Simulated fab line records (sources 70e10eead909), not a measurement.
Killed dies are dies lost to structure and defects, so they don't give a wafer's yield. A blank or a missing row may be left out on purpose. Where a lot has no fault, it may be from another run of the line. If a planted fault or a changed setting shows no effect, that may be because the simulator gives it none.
Problem report in the 8D (eight disciplines) form, filled by code | flow nand harc | the parts of the form that need people (team, actions taken, sign-off) are left out

== 1. WHAT WENT WRONG ==
exposure dose mJ cm2 at NHARC_A_STAIRCASE_EXPOSE_214 reads a mean of 23.66 on 6 wafers of 2 lots; wafers without a fault read 31.25 with a standard deviation of 0.03. So: -99 or more standard deviations from the usual mean.
The step: exposes mask STAIR 3.
First observed at day 18 08:28: wafer L667.3, on krf scanner-01. Wafers with a number at this step in the record: 33, from 11 lots. By rule, "out" or "out of limits" means more than 4 standard deviations away from the usual mean. The rest of the wafers with a number are treated as sound.

== 2. WHAT THIS IS AND IS NOT ==
question                    | is                     | is not
which readings at this step | exposure dose mJ cm2   | focus offset nm
which lots                  | L667, L674             | L662, L663, L664, L675, L678, L679, L680, L681, L683
which wafers of those lots  | all that have a number | -
read on which tools         | krf scanner-01         | krf scanner-03, krf scanner-04
when                        | from day 18 08:28      | up to then (9 sound wafers); but 18 sound wafers of L675, L678, L679, L680, L681, L683 came after

== 3. SUSPECTS, AND WHAT RULES EACH OUT ==
Counting: a tool at any process step up to the reading remains a suspect when it ran all the lots that are out and ran no sound lot after the first of those.
- krf scanner-01 at NHARC_A_STAIRCASE_EXPOSE_214 (exposes mask STAIR 3): kept. All lots that are out passed through it, beginning with L667 at day 18 08:28, and no sound lot followed; its final sound lot before that point was L663 at day 16 07:39. On those wafers its own readings are out: exposure dose mJ cm2.
Remaining after the count: krf scanner-01 at NHARC_A_STAIRCASE_EXPOSE_214.

== 4. THE CAUSE (what the simulator had put in) ==
Drift in process parameters on krf scanner-01 at NHARC_A_STAIRCASE_EXPOSE_214, starting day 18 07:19. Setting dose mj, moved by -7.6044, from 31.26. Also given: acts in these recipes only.
After counting, this tool was the only one left.

== 5. SEQUENCE OF EFFECTS, ordered by route ==
Rows list readings where the struck wafers' mean (over those with a number) sits beyond 3 standard deviations from the usual. Only readings whose record carries a usual standard deviation are examined. hours: median over the lots of the time between each lot's start at the first step of this table that gives one and its start at this step. sigmas: the change, counted in usual standard deviations.
hours | step                         | reading              | usual | on struck wafers | change | sigmas
0     | NHARC_A_STAIRCASE_EXPOSE_214 | exposure dose mJ cm2 | 31.25 | 23.66            | -7.59  | -99 or more
The process steps in it:
- NHARC_A_STAIRCASE_EXPOSE_214: exposes mask STAIR 3.

== 6. HOW IT WOULD HAVE BEEN CAUGHT EARLIER ==
In this record the first reading out of limits was taken at day 18 08:28, 1 hour after the fault began at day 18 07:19.
